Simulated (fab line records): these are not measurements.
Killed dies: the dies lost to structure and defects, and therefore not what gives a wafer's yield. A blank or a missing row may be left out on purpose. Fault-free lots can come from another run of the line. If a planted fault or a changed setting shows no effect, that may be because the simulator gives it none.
A lot that was struck, set against a sound lot	flow n5_finfet	19 out of 1938 route steps
Sound: the wafers L954.2, L954.3, L954.6. Wafers struck: L946.2, L946.4, L946.6. At the end, the cause is stated.
Each step with rows lists, per side, the tool, then ch with its chambers, then its first start. Under that, the readings that differ: sound wafers	struck wafers	difference of the means	sigmas: that difference in standard deviations of wafers without a fault.
alike: words and numbers the same on both sides, and readings whose means are apart by under 2 such deviations; not compared: readings that were withheld, readings missing a value for some wafer, numbers with overlapping values and no deviation given by the record, and bounds like >300 which may hide the same value.
The two part at a step that has a row with sigmas, a row that says differs or no value, or rows on one side only. Non-overlapping numbers with no deviation appear without sigmas and do not part them. A reading missing from all wafers of one side parts the sides only when that side holds two or more wafers.

N5_BEOL_M15_DESCUM_33: chemistry O2, time 7.9 s.
  sound on rie_diel-03 ch 0,3, day 15 06:32; struck on rie_diel-04 ch 0,3, day 13 04:26
  alike: chamber_pressure_mTorr, drypump_motor_current_A, oes_product_au, rf_fwd_power_W, rf_vpp_V, showerhead_plenum_p_Torr, temp_c, throttle_valve_pct
  not compared: rf_hours_counter_h
then, 1 step without rows for these wafers: N5_BEOL_M15_ETCH_61 (etches BARC in N2/H2, target depth 89 nm, overetch 26.7 nm, time 67.9 s).
N5_BEOL_M15_TRENCH_ETCH_34: etches SiO2 in C4F8/O2/Ar, target depth 872.93 nm, time 199 s.
  sound on rie_diel-03 ch 0,3, day 15 06:37; struck on rie_diel-04 ch 0,3, day 13 04:31
reading	sound	struck	difference	sigmas
rf_vpp_V (V)	2223 2229 2228	2209 2175 2177	-40	-2
  alike: chamber_pressure_mTorr, drypump_motor_current_A, he_outer_torr, mfc_ar_sccm, oes_product_au, rf_fwd_power_W, showerhead_plenum_p_Torr, throttle_valve_pct
  not compared: rf_hours_counter_h
N5_BEOL_M15_STRIP_36: strips in O2.
  sound on rie_diel-04 ch 2,3, day 15 08:38; struck on rie_diel-05 ch 1,2,3, day 13 08:35
reading	sound	struck	difference	sigmas
oes_product_au (a.u.)	0.70 0.71 0.71	0.95 0.84 0.81	+0.16	+2
  alike: chamber_pressure_mTorr, drypump_motor_current_A, rf_vpp_V, showerhead_plenum_p_Torr, temp_c, throttle_valve_pct
  not compared: rf_hours_counter_h
then, 2 steps without rows for these wafers: N5_BEOL_M15_STRIP_62 (strips in O2); N5_BEOL_M15_STRIP_37 (strips in O2).
N5_BEOL_M15_ETCH_38: etches SiCN in CF4/N2, target depth 106.4 nm, time 120.5 s.
  sound: rie_diel-04 ch 2,3; struck: rie_diel-05 ch 1,2,3
reading	sound	struck	difference	sigmas
oes_product_au (a.u.)	0.71 0.72 0.71	0.95 0.82 0.82	+0.15	+2
  alike: chamber_pressure_mTorr, drypump_motor_current_A, mfc_ar_sccm, rf_fwd_power_W, rf_vpp_V, showerhead_plenum_p_Torr, throttle_valve_pct
  not compared: rf_hours_counter_h
then, 4 steps without rows for these wafers: N5_BEOL_M15_PRECLEAN_39 (cleans in residue remover, time 60 s); N5_BEOL_M15_SRD_40 (time 30 s, dry time 30 s); N5_BEOL_M15_DEGAS_41 (time 60 s); N5_BEOL_M15_PRE_CLEAN_42 (time 30 s).
N5_BEOL_M15_SPUTTER_43: material TaN, target thk 15 nm, time 24.19 s.
  sound: pvd_sputter-02 at day 15 09:05; struck: pvd_sputter-02 at day 13 09:26
  alike: chamber_pressure_pa, susceptor_temp_C, throttle_valve_pct
then, 3 steps without rows for these wafers: N5_BEOL_M15_SPUTTER_44 (material Ta, target thk 15 nm, time 24.19 s); N5_BEOL_M15_SPUTTER_45 (material Cu, target thk 100 nm, time 16.67 s); N5_BEOL_M15_ECD_47 (material Cu, target thk 1860 nm).
N5_BEOL_M15_ANNEAL_48: time 90 s.
  sound on rtp_anneal-02 ch 0, day 15 09:40; struck on rtp_anneal-01 ch 0, day 13 10:23
  alike: anneal_temp_c, wafer_temp_C_max
N5_BEOL_M15_CMP_49: polishes, stops on SiO2, t overpolish 4.9 s, target thk 850 nm.
  sound on cmp-01 ch 0,1,3, day 15 09:55; struck on cmp-03 ch 1,2,3, day 13 10:42
reading	sound	struck	difference	sigmas
barrier_field_endpoint_s (s)	11.82 11.58 11.61	17.09 17.14 17.03	+5.42	+22
  alike: clearing_platen_rpm, motor_current_A, overpolish_run_s
N5_BEOL_M15_THK_MEAS_50: measures by xrf.
  sound: film_metro-01 at day 15 10:12; struck: film_metro-01 at day 13 10:56
  alike: M15_THK
N5_PASSIVATION_PROBE_49:
  rows exist in the record for the struck wafers here (prober-01, day 13 23:26), but not for the sound ones

== WHERE THEY PART ==
Last at N5_PASSIVATION_PROBE_49 as far as this record goes, first at N5_BEOL_M15_TRENCH_ETCH_34.

WHY: what the simulator had put in
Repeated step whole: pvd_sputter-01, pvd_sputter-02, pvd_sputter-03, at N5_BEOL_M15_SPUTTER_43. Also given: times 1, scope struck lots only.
